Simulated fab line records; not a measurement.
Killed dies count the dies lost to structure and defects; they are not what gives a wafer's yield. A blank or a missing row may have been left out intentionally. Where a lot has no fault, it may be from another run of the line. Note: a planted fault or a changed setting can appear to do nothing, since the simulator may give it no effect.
Split-lot study	flow n5_finfet	21 wafers read from 7 lots, route of 1938 steps

== THE SPLIT ==
At N5_BEOL_M10_COAT_60 (time 60 s, resist thk 30 nm), the setting spin_rpm was moved away from the recipe's 1500 rpm on 6 of the 21 wafers read, by -9.5% to +3.5%. For the rest of the wafers, this setting stayed at what the recipe calls for.

== FROM THE SPLIT TO THE READING: what the file shows between them, 4 steps ==
- N5_BEOL_M10_COAT_05: resist thk 90 nm
- N5_BEOL_M10_EBR_07
- N5_BEOL_M10_DESCUM_16: chemistry O2, time 7.9 s
- N5_BEOL_M10_ETCH_61: etches SiARC in CF4, target depth 39 nm, time 65 s

== THE READING ==
SiARC_of_BEOL_M10_COAT_60.thk_nm (the simulator's own value, which no gauge read), in nm, at N5_BEOL_M10_ETCH_62 (etches SOC in N2/H2, target depth 110 nm, overetch 22 nm, time 165 s). The file gives no usual value for it. Across the 15 wafers here that went through the recipe, the average is 23.6 nm and the standard deviation 0.17 nm.

wafer	tool, chamber at the split	spin_rpm as run, rpm	against the recipe	SiARC_of_BEOL_M10_COAT_60.thk_nm, nm	against lot-mates on the recipe
L077.2	litho_track-04, 0	1500	recipe	23.6	-
L077.4	litho_track-04, 0	1500	recipe	23.4	-
L077.6	litho_track-04, 0	1500	recipe	23.8	-
L075.1	litho_track-03, 0	1500	recipe	23.6	-
L075.3	litho_track-03, 0	1500	recipe	23.6	-
L075.4	litho_track-03, 0	1500	recipe	23.4	-
L084.1	litho_track-03, 0	1500	recipe	23.6	-
L084.2	litho_track-03, 0	1441	-3.9%	24	+0.4
L084.3	litho_track-03, 0	1441	-3.9%	24.2	+0.6
L089.1	litho_track-04, 0	1552	+3.5%	23.4	-0.4
L089.5	litho_track-04, 0	1552	+3.5%	23.2	-0.6
L089.6	litho_track-04, 0	1500	recipe	23.8	-
L088.2	litho_track-03, 0	1500	recipe	23.4	-
L088.3	litho_track-03, 0	1500	recipe	23.4	-
L088.6	litho_track-03, 0	1500	recipe	23.6	-
L092.1	litho_track-03, 0	1500	recipe	23.6	-
L092.2	litho_track-03, 0	1500	recipe	23.2	-
L092.3	litho_track-03, 0	1357	-9.5%	25.2	+1.8
L091.1	litho_track-05, 0	1500	recipe	23.6	-
L091.2	litho_track-05, 0	1448	-3.5%	24.2	+0.5
L091.3	litho_track-05, 0	1500	recipe	23.8	-

FIT RESULTS
A straight line over all 21 wafers: SiARC_of_BEOL_M10_COAT_60.thk_nm changes by -0.148 nm for each +1% of spin_rpm; r = -0.92; the points scatter about the line by 0.18 nm.
The same after taking each lot's own level away (the mean of its wafers on the recipe; 21 wafers): -0.167 nm for each +1%; r = -0.96; scatter 0.14 nm.
That fit puts the effect of the largest move of spin_rpm on the reading at 1.6 nm.
The span of the lots' own levels, 23.40 to 23.80 nm, comes to 2.4 times the standard deviation stated above.
In other words, the slope is changed by the lot-to-lot level; the two fits disagree.
Check: for one of the wafers moved furthest among these (-9.5%), held out of the fit, the line's prediction against its lot-mates is +1.3 nm. It came out at +1.8 nm against them.

== THE WHOLE CHAIN: every reading that the file lists as answering this split, in the file's order ==
step	what it does	reading	change (the file's fit)	r (the file's)
N5_BEOL_M10_COAT_60	time 60 s, resist thk 30 nm	SiARC_of_BEOL_M10_COAT_60.thk_nm (the simulator's own value, which no gauge read)	-0.164 nm for each +1% of the setting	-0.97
N5_BEOL_M10_ETCH_61	etches SiARC in CF4, target depth 39 nm, time 65 s	etch_rf_on_time_s	withheld for each +1% of the setting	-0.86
N5_BEOL_M10_ETCH_61	etches SiARC in CF4, target depth 39 nm, time 65 s	etch.depth_nm (the simulator's own value, which no gauge read)	-0.162 nm for each +1% of the setting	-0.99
N5_BEOL_M10_ETCH_61	etches SiARC in CF4, target depth 39 nm, time 65 s	CAR-ArF_of_BEOL_M10_COAT_05.thk_nm (the simulator's own value, which no gauge read)	+0.161 nm for each +1% of the setting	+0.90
N5_BEOL_M10_ETCH_62	etches SOC in N2/H2, target depth 110 nm, overetch 22 nm, time 165 s	SiARC_of_BEOL_M10_COAT_60.thk_nm (the simulator's own value, which no gauge read)	-0.173 nm for each +1% of the setting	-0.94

== FILE'S OWN FIT ==
SiARC_of_BEOL_M10_COAT_60.thk_nm changes by -0.173 nm for each +1% of spin_rpm, r = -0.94.
